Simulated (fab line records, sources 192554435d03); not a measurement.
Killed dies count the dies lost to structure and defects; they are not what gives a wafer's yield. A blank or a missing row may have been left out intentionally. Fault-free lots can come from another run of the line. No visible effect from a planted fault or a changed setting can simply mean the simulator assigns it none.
Chamber matching | flow n5Finfet | 4 sister chambers for N5_BEOL_M11_STRIP_19 on rieDiel-03
The step strips in O2. 4 wafers are shown with their chamber, then 8 later ones without.

== EACH WAFER AND ITS CHAMBER ==
wafer  | chamber | showerheadPlenumPTorr (Torr)
L084.1 | 2       | 2.24
L086.2 | 1       | 1.99
L086.3 | 0       | 2.05
L087.4 | 3       | 2.06

== WAFERS WHOSE CHAMBER IS MISSING ==
wafer  | showerheadPlenumPTorr (Torr)
L087.5 | 2.24
L087.6 | 2.06
L093.1 | 2.24
L093.3 | 2.04
L093.4 | 2.06
L096.1 | 2.23
L096.2 | 2.06
L096.3 | 2.04

== WHICH CHAMBER EACH ONE RAN IN ==
wafer  | from the rows above     | in truth
L087.5 | 2                       | 2
L087.6 | can't be placed: 3 or 0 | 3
L093.1 | 2                       | 2
L093.3 | can't be placed: 0 or 3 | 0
L093.4 | can't be placed: 3 or 0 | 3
L096.1 | 2                       | 2
L096.2 | can't be placed: 3 or 0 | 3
L096.3 | can't be placed: 0 or 3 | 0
Placed correctly: 3 of 8. Cannot be placed on the basis of these rows: 5; the candidates contain the true chamber in 5. Wrongly placed: 0.
How it was worked out, from the rows above alone: a wafer's distance from a chamber is the root of the sum, over the readings, of the square of ((its reading less the chamber's mean) divided by the reading's scatter). The wafer belongs to the nearest chamber; if the next one is less than 2 further off, it can't be placed. The mean given for a chamber averages the wafers shown for that chamber. The scatter (one wafer shown for each chamber): square how far every hidden wafer sits from the nearest shown wafer, average those squares and take the square root.
